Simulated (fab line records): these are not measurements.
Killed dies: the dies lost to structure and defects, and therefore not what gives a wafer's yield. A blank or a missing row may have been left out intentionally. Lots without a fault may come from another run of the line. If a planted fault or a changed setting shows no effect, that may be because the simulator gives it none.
fab line records | flow n5_finfet
[record] lots = 5 | wafers = 12 | last_day = 18
route steps=1938 shown BEOL_M15@1788 PASSIVATION@1936
lots untouched by any fault: they come from a run of this same line in which no faults occurred
start_h: start of the lot's first displayed wafer, in hours after the record's first day | wait_h: hours elapsed since this lot's preceding step | " repeats the value in the row above | L1.1+2: several wafers, shown together as one row | - value missing, or start not given | * or withheld: withheld | < > ~ a bound
route shown NAME@n: a module of which the file shows steps, and the number in the route of the first | usual: mean and standard deviation over wafers with no fault | same: alike in all rows | chamber/n: place in a boat | sites: readings site by site | _std_site: how widely they spread, as a standard deviation | _edge_site: inner sites' mean taken away from outer sites' mean | radius_mm: for every site, how far away it sits from the centre of the wafer | mask NAME#n: copy n | behind: the tool/chamber that last shaped the wafer | hold: what put the lot on hold/how long, in hours/how the hold closed | device: names the non-switching transistor (n, p or np) | end of line: at the end of the route, the tests of the same wafers | a step with no rows: only its recipe | killed: dies that structure and defects cost at the first sort, which is not the same as the wafer's yield | map: a wafer's dies, marking killed ones x, the rest . and places with no die _
set.NAME: the setting as run; set.NAME@STEP: as run at that earlier step | model.NAME: the simulator's own value behind a step, which no gauge read
lots at selected steps of the route; one table per step, one row per wafer
services: from which hour (start_h, from the record's first day; less than 0 if before it) a tool's chamber was out of use, for how many hours, and why
[[steps]]
[step N5_BEOL_M15_VIA_ETCH_16]
[recipe] chemistry = C4F8/O2/Ar | target = SiO2 | he_inner_torr = 15 | he_outer_torr = 30 | target_depth_a = 17922 | time_s = withheld | ion_energy_ev = 800 | pressure_mtorr = 20 | source_w = 1905 | bias_w = 2040 | Ar_flow_sccm = 400 | C4F8_flow_sccm = 16 | O2_flow_sccm = 12 | ends = cleared
[step N5_BEOL_M15_STRIP_63]
[recipe] chemistry = O2 | power_w = 600 | temp_c = 60 | pressure_mtorr = 30 | rf_frequency_hz = 6e+07 | bias_power_w = 0 | overash_fraction = 0.3 | o2_flow_sccm = 225
[step N5_BEOL_M15_STRIP_64]
[recipe] chemistry = O2 | power_w = 600 | temp_c = 60 | pressure_mtorr = 30 | rf_frequency_hz = 6e+07 | bias_power_w = 0 | overash_fraction = 0.3 | o2_flow_sccm = 225
[step N5_BEOL_M15_STRIP_65]
[recipe] chemistry = post_etch_residue_remover | time_s = 60 | temp_c = 25 | remover_ph = withheld | remover_water_wt_pct = withheld | remover_fluoride_wt_pct = withheld
[step N5_BEOL_M15_SRD_66]
[recipe] time_s = 30 | temp_c = 23 | rinse_liquid = diw | dry = n2_spin | spin_rpm = 1500 | dry_time_s = 30
[step N5_BEOL_M15_COAT_56]
[recipe] resist = SOC | temp_c = 250 | time_s = 60 | spin_rpm = 1500 | resist_thk_nm = 550
[step N5_BEOL_M15_ETCH_57]
[recipe] chemistry = N2/H2 | target = SOC | source_w = 3000 | bias_w = 350 | time_s = 750 | ion_energy_ev = 200 | pressure_mtorr = 30 | n2_flow_sccm = 200 | h2_flow_sccm = 200
[step N5_BEOL_M15_COAT_60]
[recipe] resist = BARC | temp_c = 205 | time_s = 60 | spin_rpm = 1500 | resist_thk_nm = 89
[step N5_BEOL_M15_COAT_22]
[recipe] spin_rpm = 1704 | resist_thk_nm = 800
[step N5_BEOL_M15_EBR_24]
[recipe] solvent = PGMEA | ebr_width_mm = 1.5
[step N5_BEOL_M15_SOFTBAKE_23]
[recipe] temp_c = 130 | time_s = 60
[step N5_BEOL_M15_EXPOSE_25]
[recipe] mask_id = M15 | na = 0.8 | source_shape = annular | sigma_inner = 0.5 | sigma_outer = 0.8 | polarization = unpolarized | target_cd_nm = 400 | dose_mj = 35.5
[usual] exposure_dose_mJ_cm2 = 35.46/0.034
lot.wafer | tool           | chamber | start_h | wait_h | mask  | exposure_dose_mJ_cm2
L580.2    | krf_scanner-01 | 0       | 266.85  | -      | M15#0 | 35.46
L580.4    | "              | 0       | "       | "      | M15#0 | 35.50
L580.6    | "              | 0       | "       | "      | M15#0 | 35.51
L597.4    | krf_scanner-01 | 0       | 372.71  | -      | M15#0 | 32.82
L597.5    | "              | 0       | "       | "      | M15#0 | 32.88
L599.4    | krf_scanner-01 | 0       | 375.68  | -      | M15#0 | 33.39
L598.2    | krf_scanner-01 | 0       | 377.30  | -      | M15#0 | 33.76
L598.4    | "              | 0       | "       | "      | M15#0 | 33.77
L598.6    | "              | 0       | "       | "      | M15#0 | 33.82
L602.2    | krf_scanner-02 | 0       | 410.48  | -      | M15#0 | 35.45
L602.4    | "              | 0       | "       | "      | M15#0 | 35.46
L602.6    | "              | 0       | "       | "      | M15#0 | 35.46
[step N5_BEOL_M15_PEB_26]
[recipe] peb_temp_c = 130 | peb_time_s = 90
[step N5_BEOL_M15_DEVELOP_27]
[recipe] develop_time_s = 45 | rinse_liquid = diw | dry = air_spin | dev_temp_c = 21
[step N5_BEOL_M15_HARDBAKE_32]
[recipe] temp_c = 130 | time_s = 120
[step N5_BEOL_M15_CD_MEAS_28]
[recipe] target_cd_nm = 407.6 | landing_energy_ev = 500 | detector = se_inlens
[usual] cd_nm = 407.4/1.6
lot.wafer | tool      | chamber | start_h | wait_h | cd_nm
L580.2    | cd_sem-02 | 0       | 267.02  | -      | 407.5
L580.4    | "         | 0       | "       | "      | 406.9
L580.6    | "         | 0       | "       | "      | 408.6
L597.4    | cd_sem-01 | 0       | 372.87  | -      | 394.2
L597.5    | "         | 0       | "       | "      | 396.4
L599.4    | cd_sem-01 | 0       | 375.84  | -      | 394.5
L598.2    | cd_sem-02 | 0       | 377.47  | -      | 400.3
L598.4    | "         | 0       | "       | "      | 399.1
L598.6    | "         | 0       | "       | "      | 398.2
L602.2    | cd_sem-03 | 0       | 410.65  | -      | 409.3
L602.4    | "         | 0       | "       | "      | 410.1
L602.6    | "         | 0       | "       | "      | 408.1
[step N5_BEOL_M15_DESCUM_33]
[recipe] chemistry = O2 | time_s = 7.9 | source_power_w = 50 | bias_power_w = 20 | pressure_mtorr = 20 | rf_frequency_hz = 2.712e+07 | temp_c = 40 | o2_flow_sccm = 225
[usual] chamber_pressure_mTorr = 19.999/0.018 | drypump_motor_current_A = 5.7/0.49 | oes_product_au = 0.80/0.093 | rf_vpp_V = 243.2/1.5 | showerhead_plenum_p_Torr = 2.10/0.088 | throttle_valve_pct = 20.44/0.24
lot.wafer | tool        | chamber | start_h | wait_h | chamber_pressure_mTorr | drypump_motor_current_A | oes_product_au | rf_hours_counter_h | rf_vpp_V | showerhead_plenum_p_Torr | throttle_valve_pct | model.BEOL_M15.cd_nm
L580.2    | rie_diel-01 | 0       | 267.24  | 0.2    | 20.037                 | 6.2                     | 0.69           | 220                | 243.7    | 1.98                     | 20.81              | 407
L580.4    | "           | 1       | "       | "      | 19.996                 | 6.4                     | 0.73           | -                  | 242.4    | 2.09                     | 20.72              | 406.8
L580.6    | "           | 0       | "       | "      | 19.981                 | 6.2                     | 0.69           | -                  | 241.6    | 1.98                     | 20.81              | 408.6
L597.4    | rie_diel-06 | 3       | 373.08  | 0.2    | 20.001                 | 6.1                     | 0.87           | -                  | 242.9    | 2.06                     | 20.41              | 394.2
L597.5    | "           | 2       | "       | "      | 19.968                 | 4.8                     | 0.83           | -                  | 245.7    | 2.20                     | 20.25              | 396.4
L599.4    | rie_diel-01 | 3       | 376.29  | 0.4    | 19.976                 | 5.9                     | 0.91           | 30                 | 242.9    | 2.05                     | 20.09              | 394.4
L598.2    | rie_diel-06 | 2       | 377.56  | 0.0    | 20.015                 | 4.8                     | 0.82           | 74                 | 243.3    | 2.19                     | 20.25              | 400.2
L598.4    | "           | 1       | "       | "      | 19.991                 | 5.5                     | 0.72           | -                  | 240.8    | 1.89                     | 20.23              | 399.2
L598.6    | "           | 3       | "       | "      | 19.983                 | 6.2                     | 0.87           | -                  | 243.1    | 2.06                     | 20.41              | 398.2
L602.2    | rie_diel-06 | 2       | 410.74  | 0.0    | 20.011                 | 4.8                     | 0.80           | 84                 | 243.5    | 2.19                     | 20.28              | 408.4
L602.4    | "           | 3       | "       | "      | 20.021                 | 6.1                     | 0.85           | 51                 | 241.0    | 2.06                     | 20.45              | 409.8
L602.6    | "           | 3       | "       | "      | 20.003                 | 6.2                     | 0.84           | -                  | 241.7    | 2.06                     | 20.45              | 408
[step N5_BEOL_M15_ETCH_61]
[recipe] chemistry = N2/H2 | target = BARC | target_depth_a = 890 | overetch_a = 267 | time_s = 67.9 | ion_energy_ev = 200 | pressure_mtorr = 30 | source_w = 840 | bias_w = 150 | n2_flow_sccm = 200 | h2_flow_sccm = 200
[step N5_BEOL_M15_TRENCH_ETCH_34]
[recipe] chemistry = C4F8/O2/Ar | target = SiO2 | target_depth_a = 8729.3 | he_inner_torr = 15 | he_outer_torr = 30 | time_s = 199 | ion_energy_ev = 800 | pressure_mtorr = 20 | source_w = 1905 | bias_w = 2040 | Ar_flow_sccm = 400 | C4F8_flow_sccm = 16 | O2_flow_sccm = 12
[step N5_BEOL_M15_STRIP_36]
[recipe] chemistry = O2 | power_w = 600 | temp_c = 60 | pressure_mtorr = 30 | rf_frequency_hz = 6e+07 | bias_power_w = 0 | overash_fraction = 0.3 | o2_flow_sccm = 225
[step N5_BEOL_M15_STRIP_62]
[recipe] chemistry = O2 | power_w = 600 | temp_c = 60 | pressure_mtorr = 30 | rf_frequency_hz = 6e+07 | bias_power_w = 0 | overash_fraction = 0.3 | o2_flow_sccm = 225
[step N5_BEOL_M15_STRIP_37]
[recipe] chemistry = O2 | power_w = 600 | temp_c = 60 | pressure_mtorr = 30 | rf_frequency_hz = 6e+07 | bias_power_w = 0 | overash_fraction = 0.3 | o2_flow_sccm = 225
[step N5_BEOL_M15_ETCH_38]
[recipe] chemistry = CF4/N2 | target = SiCN | target_depth_a = 1064 | taper_deg = 2 | time_s = 120.5 | ion_energy_ev = 150 | mask_material = SiO2 | pressure_mtorr = 40 | source_w = 430 | bias_w = 70 | Ar_flow_sccm = 100 | cf4_flow_sccm = 60 | n2_flow_sccm = 60
[usual] chamber_pressure_mTorr = 40.00/0.041 | drypump_motor_current_A = 5.7/0.46 | oes_product_au = 0.81/0.093 | rf_vpp_V = 382.5/2.3 | showerhead_plenum_p_Torr = 2.21/0.087 | throttle_valve_pct = 15.43/0.24
lot.wafer | tool        | chamber | start_h | wait_h | chamber_pressure_mTorr | drypump_motor_current_A | oes_product_au | rf_hours_counter_h | rf_vpp_V | showerhead_plenum_p_Torr | throttle_valve_pct | model.BEOL_M15.cd_nm
L580.2    | rie_diel-04 | 1       | -       | -      | 40.01                  | 5.4                     | 0.70           | 249                | 384.1    | 2.25                     | 15.93              | 399.4
L580.4    | "           | 0       | "       | "      | 39.91                  | 5.3                     | 0.73           | -                  | 383.8    | 2.27                     | 15.57              | 399
L580.6    | "           | 2       | "       | "      | 40.09                  | 5.9                     | 0.80           | -                  | 383.6    | 2.23                     | 15.29              | 400.8
L597.4    | rie_diel-06 | 3       | -       | -      | 39.97                  | 6.1                     | 0.88           | -                  | 380.9    | 2.15                     | 15.21              | 385.4
L597.5    | "           | 1       | "       | "      | 40.00                  | 5.6                     | 0.72           | -                  | 378.0    | 2.03                     | 15.45              | 388.6
L599.4    | rie_diel-01 | 1       | -       | -      | 40.01                  | 6.4                     | 0.72           | 227                | 380.8    | 2.18                     | 15.75              | 386.8
L598.2    | rie_diel-06 | 2       | -       | -      | 40.01                  | 4.8                     | 0.83           | 77                 | 386.4    | 2.32                     | 15.39              | 393
L598.4    | "           | 1       | "       | "      | 40.02                  | 5.5                     | 0.72           | 191                | 376.5    | 2.03                     | 15.44              | 390.2
L598.6    | "           | 0       | "       | "      | 39.99                  | 5.6                     | 0.96           | -                  | 383.7    | 2.25                     | 15.27              | 391.2
L602.2    | rie_diel-06 | 3       | -       | -      | 40.00                  | 6.1                     | 0.86           | 52                 | 381.5    | 2.14                     | 15.22              | 401.4
L602.4    | "           | 1       | "       | "      | 39.94                  | 5.5                     | 0.72           | 196                | 377.1    | 2.03                     | 15.47              | 402.4
L602.6    | "           | 0       | "       | "      | 40.01                  | 5.6                     | 0.92           | -                  | 383.9    | 2.25                     | 15.29              | 400.2
[step N5_BEOL_M15_PRECLEAN_39]
[recipe] chemistry = residue_remover | time_s = 60 | temp_c = 40
[step N5_PASSIVATION_PROBE_49]
[usual] defect_limited_yield = 91.3/1.3 | killed_at_M0_to_M3 = 35/9.3 | killed_at_M4_up = 14/5.2 | killed_at_contacts = 12/5.9 | killed_at_front_end = 38/11 | killed_at_other = 4/3.7 | killed_dies = 103/15 | killed_open = 67/12 | killed_short = 34/8 | sort_bin_5_function = 5.1/0.88 | sort_bin_6_memory = 3.3/0.65 | sort_n_pass = 1077/15 | sort_yield_pct = 91.3/1.3
[same] gross_dies = 1180 | killed_at_back_side = 0 | sort_bin_4_leakage[%] = 0 | sort_bin_8_speed[%] = 0
lot.wafer | tool      | chamber | start_h | wait_h | defect_limited_yield[%] | killed_at_M0_to_M3 | killed_at_M4_up | killed_at_contacts | killed_at_front_end | killed_at_other | killed_dies | killed_open | killed_short | sort_bin_5_function[%] | sort_bin_6_memory[%] | sort_n_pass | sort_yield_pct[%]
L580.2    | prober-01 | -       | 285.46  | 0.5    | 90.8                    | 42                 | 15              | 7                  | 44                  | 1               | 109         | 71          | 37           | 5.9                    | 2.7                  | 1071        | 90.8
L580.4    | prober-01 | -       | 285.56  | 0.6    | 92.7                    | 39                 | 10              | 14                 | 19                  | 4               | 86          | 55          | 30           | 4.2                    | 2.9                  | 1094        | 92.7
L580.6    | prober-01 | -       | 285.66  | 0.7    | 90.3                    | 60                 | 8               | 12                 | 32                  | 2               | 114         | 67          | 45           | 5.8                    | 3.6                  | 1066        | 90.3
L597.4    | prober-02 | -       | 394.47  | 0.2    | 90.8                    | 27                 | 16              | 10                 | 47                  | 8               | 108         | 72          | 28           | 5.3                    | 3.3                  | 1072        | 90.8
L597.5    | prober-02 | -       | 394.52  | 0.2    | 90.8                    | 30                 | 8               | 14                 | 54                  | 3               | 109         | 67          | 40           | 5.2                    | 3.9                  | 1071        | 90.8
L599.4    | prober-01 | -       | 397.98  | 0.2    | 91.7                    | 34                 | 10              | 19                 | 30                  | 5               | 98          | 61          | 34           | 4.7                    | 3.6                  | 1082        | 91.7
L598.2    | prober-02 | -       | 399.68  | 0.6    | 92.0                    | 32                 | 11              | 5                  | 40                  | 6               | 94          | 56          | 38           | 4.7                    | 3.1                  | 1086        | 92.0
L598.4    | prober-02 | -       | 399.78  | 0.7    | 90.5                    | 36                 | 16              | 8                  | 49                  | 3               | 112         | 62          | 48           | 5.8                    | 3.2                  | 1068        | 90.5
L598.6    | prober-02 | -       | 399.88  | 0.8    | 93.3                    | 26                 | 15              | 9                  | 29                  | 0               | 79          | 51          | 27           | 3.8                    | 2.6                  | 1101        | 93.3
L602.2    | prober-02 | -       | 430.80  | 0.1    | 92.1                    | 51                 | 19              | 9                  | 14                  | 0               | 93          | 71          | 22           | 5.3                    | 2.5                  | 1087        | 92.1
L602.4    | prober-02 | -       | 430.90  | 0.2    | 91.2                    | 39                 | 26              | 10                 | 25                  | 4               | 104         | 69          | 35           | 5.7                    | 3.1                  | 1076        | 91.2
L602.6    | prober-02 | -       | 431.00  | 0.3    | 91.3                    | 40                 | 23              | 8                  | 32                  | 0               | 103         | 61          | 39           | 4.9                    | 3.4                  | 1077        | 91.3
// killed by level:class
L580.2 BEOL_M3:geometric_particle:open=15 FIN_SAQP:geometric_particle:short=11 FIN_SAQP:geometric_particle:open=10 BEOL_M0_SAQP:geometric_particle:short=10 BEOL_M0_SAQP:geometric_particle:open=8 STI_FIN_REVEAL:geometric_particle:open=6 MOL_CONTACT_COAG:geometric_particle:open=6 STARTING-WAFER:geometric_particle:open=5
L580.4 BEOL_M3:geometric_particle:open=15 MOL_CONTACT_COAG:geometric_particle:open=12 BEOL_M0_SAQP:geometric_particle:open=11 BEOL_M0_SAQP:geometric_particle:short=8 FIN_SAQP:geometric_particle:open=5 FIN_SAQP:geometric_particle:short=4 GATE_CUT:geometric_particle:short=3 STI_FIN_REVEAL:geometric_particle:open=2
L580.6 BEOL_M0_SAQP:geometric_particle:open=20 BEOL_M0_SAQP:geometric_particle:short=18 BEOL_M3:geometric_particle:open=12 MOL_CONTACT_COAG:geometric_particle:open=8 GATE_CUT:geometric_particle:short=6 STI_FIN_REVEAL:geometric_particle:open=5 FIN_SAQP:geometric_particle:open=4 FIN_SAQP:geometric_particle:short=4
L597.4 DUMMY_GATE:geometric_particle:open=13 STI_FIN_REVEAL:geometric_particle:open=9 MOL_CONTACT_COAG:geometric_particle:open=8 BEOL_M2:geometric_particle:open=8 BEOL_M4:geometric_particle:open=5 FIN_SAQP:geometric_particle:open=4 DUMMY_GATE:geometric_particle:short=4 BEOL_M3:geometric_particle:open=4
L597.5 STI_FIN_REVEAL:geometric_particle:open=11 MOL_CONTACT_COAG:geometric_particle:open=11 GATE_CUT:geometric_particle:short=9 DUMMY_GATE:geometric_particle:open=8 BEOL_M0_SAQP:geometric_particle:short=8 FIN_SAQP:geometric_particle:open=6 BEOL_M0_SAQP:geometric_particle:open=6 BEOL_M2:geometric_particle:open=6
L599.4 MOL_CONTACT_COAG:geometric_particle:open=10 STI_FIN_REVEAL:geometric_particle:open=9 BEOL_M3:geometric_particle:open=9 MOL_CONTACT_COAG:geometric_particle:short=7 BEOL_M0_SAQP:geometric_particle:open=7 BEOL_M2:geometric_particle:open=7 GATE_CUT:geometric_particle:open=4 GATE_CUT:geometric_particle:short=4
L598.2 FIN_SAQP:geometric_particle:open=12 BEOL_M0:geometric_particle:open=7 FIN_SAQP:geometric_particle:short=6 BEOL_M0_SAQP:geometric_particle:short=6 GATE_CUT:geometric_particle:open=5 BEOL_M3:geometric_particle:open=5 STI_FIN_REVEAL:geometric_particle:open=4 ILD0:geometric_particle:short=4
L598.4 BEOL_M4:geometric_particle:open=13 BEOL_M0_SAQP:geometric_particle:short=12 FIN_SAQP:geometric_particle:short=10 GATE_CUT:geometric_particle:short=10 BEOL_M2:geometric_particle:open=9 GATE_CUT:geometric_particle:open=7 MOL_CONTACT_COAG:geometric_particle:open=6 BEOL_M0_SAQP:geometric_particle:open=6
L598.6 MOL_CONTACT_COAG:geometric_particle:open=8 FIN_SAQP:geometric_particle:short=7 BEOL_M3:geometric_particle:open=7 BEOL_M4:geometric_particle:open=7 BEOL_M0_SAQP:geometric_particle:open=6 BEOL_M0_SAQP:geometric_particle:short=5 STI_FIN_REVEAL:geometric_particle:open=4 BEOL_M2:geometric_particle:open=4
L602.2 BEOL_M3:geometric_particle:open=18 BEOL_M2:geometric_particle:open=13 MOL_CONTACT_COAG:geometric_particle:open=9 BEOL_M4:geometric_particle:open=7 BEOL_M1:geometric_particle:open=5 BEOL_M0_SAQP:geometric_particle:open=4 BEOL_M4:geometric_particle:short=4 STARTING-WAFER:geometric_particle:open=4
L602.4 STI_FIN_REVEAL:geometric_particle:open=10 BEOL_M1:geometric_particle:open=10 BEOL_M0_SAQP:geometric_particle:short=7 MOL_CONTACT_COAG:geometric_particle:open=7 BEOL_M2:geometric_particle:short=6 BEOL_M4:geometric_particle:open=6 BEOL_M7:geometric_particle:open=6 BEOL_M0_SAQP:geometric_particle:open=5
L602.6 BEOL_M4:geometric_particle:open=12 BEOL_M2:geometric_particle:open=8 BEOL_M0_SAQP:geometric_particle:short=8 BEOL_M3:geometric_particle:open=7 MOL_CONTACT_COAG:geometric_particle:open=6 STI_FIN_REVEAL:geometric_particle:short=5 BEOL_M3:geometric_particle:short=5 FIN_SAQP:geometric_particle:open=4
[[services]]
tool           | chamber | start_h | hours | kind
rie_diel-01    | 2       | 244.51  | 16.5  | repair
krf_scanner-02 | -       | 247.31  | 0.8   | pm
krf_scanner-01 | -       | 250.84  | 1.0   | pm
krf_scanner-01 | -       | 273.01  | 4.0   | pm
krf_scanner-01 | -       | 279.73  | 1.3   | pm
rie_diel-06    | 0       | 287.07  | 4.0   | repair
rie_diel-01    | 1       | 288.75  | 1.8   | repair
krf_scanner-02 | -       | 311.07  | 4.0   | pm
krf_scanner-01 | -       | 314.06  | 2.6   | repair
rie_diel-01    | 2       | 333.70  | 4.4   | repair
krf_scanner-01 | -       | 338.39  | 4.4   | pm
rie_diel-01    | 3       | 341.29  | 5.2   | repair
rie_diel-01    | 1       | 352.93  | 1.8   | repair
rie_diel-04    | 1       | 357.76  | 5.1   | repair
krf_scanner-02 | -       | 359.60  | 1.0   | pm
rie_diel-06    | 0       | 368.32  | -     | clean
rie_diel-06    | 0       | 368.32  | -     | consumable_replace:focus_ring
rie_diel-06    | 0       | 368.32  | 10.8  | scheduled_down
krf_scanner-02 | -       | 368.55  | 1.3   | pm
krf_scanner-02 | -       | 369.85  | 3.6   | pm
krf_scanner-02 | -       | 379.76  | 4.4   | pm
rie_diel-06    | 2       | 387.16  | 5.1   | repair
krf_scanner-01 | -       | 389.21  | 0.8   | pm
rie_diel-06    | 1       | 390.05  | 9.0   | repair
[[key]]
[first_sign] step = N5_BEOL_M15_EXPOSE_25 | reading = exposure_dose_mJ_cm2 | direction = down | sigmas = 60 | usual = 35.46 | struck = 33.41
[effect] step = N5_BEOL_M15_CD_MEAS_28 | reading = cd_nm | direction = down | sigmas = 6.6 | usual = 407.4 | struck = 397.1 | through = control_loop
[model_effect] step = N5_BEOL_M15_DESCUM_33 | value = BEOL_M15.cd_nm | without = 406.4 | struck = 397.1
[model_effect] step = N5_BEOL_M15_ETCH_38 | value = BEOL_M15.cd_nm | without = 398.6 | struck = 389.2
met_at N5_BEOL_M15_EXPOSE_25
struck_wafers L597.4,L597.5,L598.2,L598.4,L598.6,L599.4
[loop_trim] step = N5_BEOL_M15_EXPOSE_25 | setting = dose | lots = L598,L599
onset_between 266.85 372.71
[fault] kind = process_parameter_drift | tool = krf_scanner-01 | chamber = - | onset_h = 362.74 | steps = N5_BEOL_M15_EXPOSE_25 | channel = dose_mj | offset = -2.6219 | shape = step | acts_in = these_recipes_only | stated = 35.5
// loop_trim: a control loop set the setting to another value than it would have without faults
